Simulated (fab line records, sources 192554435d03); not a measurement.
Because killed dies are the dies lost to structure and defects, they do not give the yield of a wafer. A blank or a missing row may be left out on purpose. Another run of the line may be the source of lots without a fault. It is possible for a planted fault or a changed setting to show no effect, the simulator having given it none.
One fault through the eyes of 2 desks    flow n5 finfet    each desk holds nothing but its own numbers, with what lay behind them at the end

== METROLOGY DESK ==
Lot by lot, what the gauges showed, no matter which tool ran the lot: averages of those sampled wafers that carry a number. Marked OUT: a lot whose mean sits more than 4 standard deviations from the usual mean, which makes it out of limits; the brackets give that distance. Of its 11 readings 7 are shown: those that lie furthest out on some lot.
Columns: A = DIBL_N at N5_BEOL_M4_RC_MEAS_101, usual 36.6 mV/V; B = DIBL_P at N5_BEOL_M4_RC_MEAS_101, usual 36.7 mV/V; C = IOFF_P at N5_BEOL_M4_RC_MEAS_101, usual 0.22 nA/um; D = ION_N at N5_BEOL_M4_RC_MEAS_101, usual 672 uA/um; E = ION_P at N5_BEOL_M4_RC_MEAS_101, usual 462 uA/um; F = VT_N at N5_BEOL_M4_RC_MEAS_101, usual 250 mV; G = VT_P at N5_BEOL_M4_RC_MEAS_101, usual -250 mV
lot   first seen here  A     B     C     D    E    F    G
L765  day 4 23:50      38.2  36.7  0.22  676  462  249  -250
L767  day 5 10:07      35.8  36.6  0.20  676  465  252  -251
L768  day 5 18:19      34.8  34.7  0.16  657  448  255  -257
L774  day 7 04:22      33.9  32.9  0.16  649  447  256  -252
L776  day 7 23:16      38.1  36.4  0.26  665  463  251  -247
L778  day 8 08:35      36.2  37.3  0.21  672  458  251  -250
L780  day 8 15:03      37.6  39.1  0.27  665  462  248  -247
L781  day 9 03:18      36.2  38.1  0.24  675  465  247  -247
L783  day 9 09:40      37.5  38.1  0.25  677  462  249  -248
L785  day 10 03:26     36.3  35.2  0.22  676  466  250  -249
Finding of this desk: none of the 10 lots has anything out of limits.

== AT THE TOOL OWNER'S DESK: implanter-02 ==
The tool's own readings at N5_MOL_CONTACT_COAG_IMPLANT_129, given as means over the sampled wafers that have a number, one for each lot that went through this tool. Marked OUT: a lot whose mean sits more than 4 standard deviations from the usual mean, which makes it out of limits; the brackets give that distance.
Columns: A = beam on s at N5_MOL_CONTACT_COAG_IMPLANT_129, usual 38.4 s; B = dose ions cm2 at N5_MOL_CONTACT_COAG_IMPLANT_129, usual 6e+14; C = rotation deg at N5_MOL_CONTACT_COAG_IMPLANT_129, usual 0.001 degrees
lot   first seen here  A               B                        C
L765  day 4 23:53      38.2            6e+14                    -0.005
L767  day 5 10:10      38.4            6e+14                    0.001
L768  day 5 18:20      37.5            6e+14                    0.019
L774  day 7 04:25      20.4 (-21) OUT  3e+14 (-99 or more) OUT  0.019
L776  day 7 23:19      20.5 (-21) OUT  3e+14 (-99 or more) OUT  -0.002
Finding of this desk: L774, L776 out of limits; the first was L774 at day 7 04:25, on beam on s at N5_MOL_CONTACT_COAG_IMPLANT_129. In limits: L765, L767, L768.

== BROUGHT TOGETHER ==
The tool owner's desk had the chance to raise an alarm at day 7 04:25 on L774, L776.
From the metrology desk's view, nothing was out of limits.
The metrology desk has L774, L776 on record, within its limits.
Of the lots named, all ran N5_MOL_CONTACT_COAG_IMPLANT_129 on implanter-02.

== WHAT HAD BEEN PUT IN BY THE SIMULATOR ==
Process parameter drift: implanter-02, from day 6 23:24 on, at N5_MOL_CONTACT_COAG_IMPLANT_129. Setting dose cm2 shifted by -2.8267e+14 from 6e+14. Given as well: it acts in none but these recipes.
Shown lots that were struck: L774, L776.
Time in hours from fault onset to the first out-of-limits reading at each desk: the tool owner's desk, 5.
